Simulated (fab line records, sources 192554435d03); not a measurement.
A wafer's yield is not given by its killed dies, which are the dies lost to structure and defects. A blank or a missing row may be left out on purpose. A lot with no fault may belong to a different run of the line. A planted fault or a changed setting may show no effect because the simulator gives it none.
Problem report, 8D (eight disciplines) form, completed by code -- flow n5Finfet -- the parts of the form that need people (team, actions taken, sign-off) are left out

## 1. THE PROBLEM
At N5_BEOL_M15_ETCH_61, runLengthS averages 80.8 s over 2 wafers from 2 lots, while fault-free wafers read 91.3 s, standard deviation 0.33. Relative to the usual mean, that is a shift of -32 standard deviations.
The step: etches BARC in N2/H2, target depth 89 nm, overetch 26.7 nm, time 67.9 s.
Earliest sighting: wafer L552.3 on rieDiel-01 at day 16 11:50. Wafers with a number at this step in the record: 28, from 10 lots. The rule behind "out" and "out of limits": a value lying over 4 standard deviations away from the usual mean. All remaining wafers that have a number are taken as sound.

## 2. WHAT IT IS AND WHAT IT IS NOT
question,is,is not
which readings at this step,runLengthS,"drypumpMotorCurrentA, oesProductAu, rfVppV, showerheadPlenumPTorr, throttleValvePct"
which lots,"L552, L554","L534, L536, L540, L541, L543, L545, L555, L556"
which wafers of those lots,"L552.3, L554.6","L552.4, L554.4"
read on which tools,rieDiel-01,"rieDiel-02, rieDiel-03"
when,from day 16 11:50,"up to then (19 sound wafers); but 7 sound wafers of L554, L555, L556 came after"

## 3. SUSPECTS, AND WHAT RULES EACH OUT
Counting: a tool at a process step up to the reading stays a suspect if it ran every lot that is out. Sound lots after the first of them don't rule it out here, since some wafers of a struck lot are sound.
- rieDiel-01 at N5_BEOL_M15_ETCH_59 (etches BARC in N2/H2, target depth 89 nm, overetch 26.7 nm, time 67.9 s): kept. It processed each lot that is out (first: L552, day 16 10:22); up to then, its last sound lot is L543 (day 13 14:01).
- rieDiel-01 at N5_BEOL_M15_ETCH_61 (etches BARC in N2/H2, target depth 89 nm, overetch 26.7 nm, time 67.9 s): kept. It processed each lot that is out (first: L552, day 16 11:50); up to then, its last sound lot is L545 (day 14 05:54). Its own runLengthS readings are out on those wafers.
- Within rieDiel-01 at N5_BEOL_M15_ETCH_59: the wafers that are out ran in chamber 1; their sound lot-mates ran in chambers 0, 2.
- Within rieDiel-01 at N5_BEOL_M15_ETCH_61: the wafers that are out ran in chambers 0, 2; their sound lot-mates ran in chambers 1, 3.
The count leaves rieDiel-01 at N5_BEOL_M15_ETCH_61 and rieDiel-01 at N5_BEOL_M15_ETCH_59.

## 4. THE CAUSE (what the simulator had put in)
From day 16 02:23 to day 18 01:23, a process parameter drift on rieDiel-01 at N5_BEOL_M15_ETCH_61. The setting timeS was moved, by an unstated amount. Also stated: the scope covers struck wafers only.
Counting leaves 2 suspects; this tool is one of them.

## 5. THE CHAIN OF EFFECTS, in route order
Each row: a reading where the mean over the struck wafers with a number is more than 3 standard deviations away from the usual. Scope: only readings with a usual standard deviation given in the record; hours: median across lots of the time from each lot's start at the first step in this table that gives one to its start at this step; sigmas: change in usual standard deviations.
hours,step,reading,usual,on struck wafers,change,sigmas
0,N5_BEOL_M15_ETCH_61,runLengthS,91.3 s,80.8,-10.5,-32
Process steps it contains:
- N5_BEOL_M15_ETCH_61: etches BARC in N2/H2, target depth 89 nm, overetch 26.7 nm, time 67.9 s.

## 6. HOW IT WOULD HAVE BEEN CAUGHT EARLIER
In this record the first reading out of limits was taken at day 16 11:50, 9 hours after the fault began at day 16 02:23.
